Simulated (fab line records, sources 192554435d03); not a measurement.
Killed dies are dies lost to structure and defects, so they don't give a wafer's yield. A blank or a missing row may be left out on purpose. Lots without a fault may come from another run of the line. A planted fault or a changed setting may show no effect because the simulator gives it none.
Chamber matching | flow n5_finfet | N5_BEOL_M3_CO_CAP_55 on cvd_co-01: 3 sister chambers
The step material Co, precursor CCTBA/H2, target thk 2 nm, time 102.1 s. 6 wafers are shown with their chamber, then 12 later ones without.

WAFERS WITH THEIR CHAMBER
wafer  | chamber | heater_power_w (W) | chamber_pressure_Torr (Torr)
L086.6 | 1       | 260                | 30.00
L085.2 | 1       | 258                | 30.07
L085.6 | 2       | 237                | 30.08
L088.1 | 2       | 236                | 30.13
L088.2 | 0       | 279                | 30.00
L088.4 | 0       | 280                | 30.01

WAFERS WITHOUT THEIR CHAMBER
wafer  | heater_power_w (W) | chamber_pressure_Torr (Torr)
L091.1 | 230                | 30.00
L091.2 | 261                | 30.00
L091.3 | 278                | 29.91
L095.2 | 253                | 30.01
L095.4 | 284                | 29.98
L095.6 | 238                | 30.06
L096.1 | 233                | 30.02
L096.2 | 278                | 30.07
L096.3 | 264                | 30.11
L097.1 | 258                | 29.93
L097.2 | 237                | 30.03
L097.5 | 237                | 30.12

WHICH CHAMBER EACH WENT THROUGH
wafer  | from the rows above | in truth
L091.1 | 2                   | 2
L091.2 | 1                   | 1
L091.3 | 0                   | 0
L095.2 | 1                   | 1
L095.4 | 0                   | 0
L095.6 | 2                   | 2
L096.1 | 2                   | 2
L096.2 | 0                   | 0
L096.3 | 1                   | 1
L097.1 | 1                   | 1
L097.2 | 2                   | 2
L097.5 | 2                   | 2
Placed correctly: 12 of 12. Can't be placed from these rows: 0. Placed wrongly: 0.
How it was worked out, from the rows above alone: a wafer's distance from a chamber is the root of the sum, over the readings, of the square of ((its reading less the chamber's mean) divided by the reading's scatter). The wafer belongs to the nearest chamber; if the next one is less than 2 further off, it can't be placed. A chamber's mean is the mean of its shown wafers. The scatter: the root of (the sum of the squares of (reading less its chamber's mean) over the shown wafers, divided by (wafers less chambers)).
